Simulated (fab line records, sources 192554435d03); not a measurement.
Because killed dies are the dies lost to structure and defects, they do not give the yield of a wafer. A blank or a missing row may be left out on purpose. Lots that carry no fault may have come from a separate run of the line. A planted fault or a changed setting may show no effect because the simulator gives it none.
Matching of chambers    flow n5Finfet    N5_BEOL_M9_DEP_56 on pecvd-02 has 3 sister chambers
The step deposits SiCN from 3MS/NH3, target thk 15 nm, time 26.5 s. 16 wafers are shown with their chamber, then 8 later ones without.

WAFERS, EACH WITH ITS CHAMBER
wafer   chamber  throttleValvePct (%)  showerheadPlenumPTorr (Torr)
L074.2  2        8.7                   3.698
L074.3  1        9.7                   3.664
L074.5  0        9.5                   3.670
L076.1  2        8.5                   3.693
L076.2  1        9.4                   3.670
L076.5  1        9.5                   3.661
L080.2  1        9.4                   3.655
L080.3  0        9.7                   3.657
L080.4  2        8.5                   3.685
L083.4  2        8.6                   3.698
L083.5  1        9.7                   3.661
L083.6  0        9.7                   3.654
L086.2  1        9.5                   3.659
L086.3  2        8.6                   3.689
L086.6  1        9.3                   3.666
L088.1  0        9.6                   3.667

SIGNATURES, as means of the wafers listed above
reading                chamber 0  chamber 1  chamber 2  scatter within a chamber
throttleValvePct       9.625      9.500      8.580      0.123
showerheadPlenumPTorr  3.66200    3.66229    3.69260    0.00589
Rule: a wafer's distance from a chamber is the root of the sum, over the readings, of the square of ((its reading less the chamber's mean) divided by the reading's scatter). The wafer belongs to the nearest chamber; if the next one is less than 2 further off, it can't be placed. The scatter: the root of (the sum of the squares of (reading less its chamber's mean) over the shown wafers, divided by (wafers less chambers)).

WAFERS WITHOUT THEIR CHAMBER
wafer   throttleValvePct (%)  showerheadPlenumPTorr (Torr)
L088.2  9.5                   3.672
L088.4  9.9                   3.656
L090.1  9.5                   3.656
L090.4  9.7                   3.662
L090.5  8.5                   3.693
L096.2  8.7                   3.693
L096.3  9.7                   3.666
L096.6  9.2                   3.661

WHICH CHAMBER EACH ONE RAN IN
wafer   from the rows above      in truth
L088.2  can't be placed: 1 or 0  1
L088.4  can't be placed: 0 or 1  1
L090.1  can't be placed: 1 or 0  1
L090.4  can't be placed: 0 or 1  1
L090.5  2                        2
L096.2  2                        2
L096.3  can't be placed: 0 or 1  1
L096.6  can't be placed: 1 or 0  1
Correctly placed: 2 of 8. From these rows, 6 cannot be placed; in 6 the true chamber is one of the candidates. Number placed wrongly: 0.
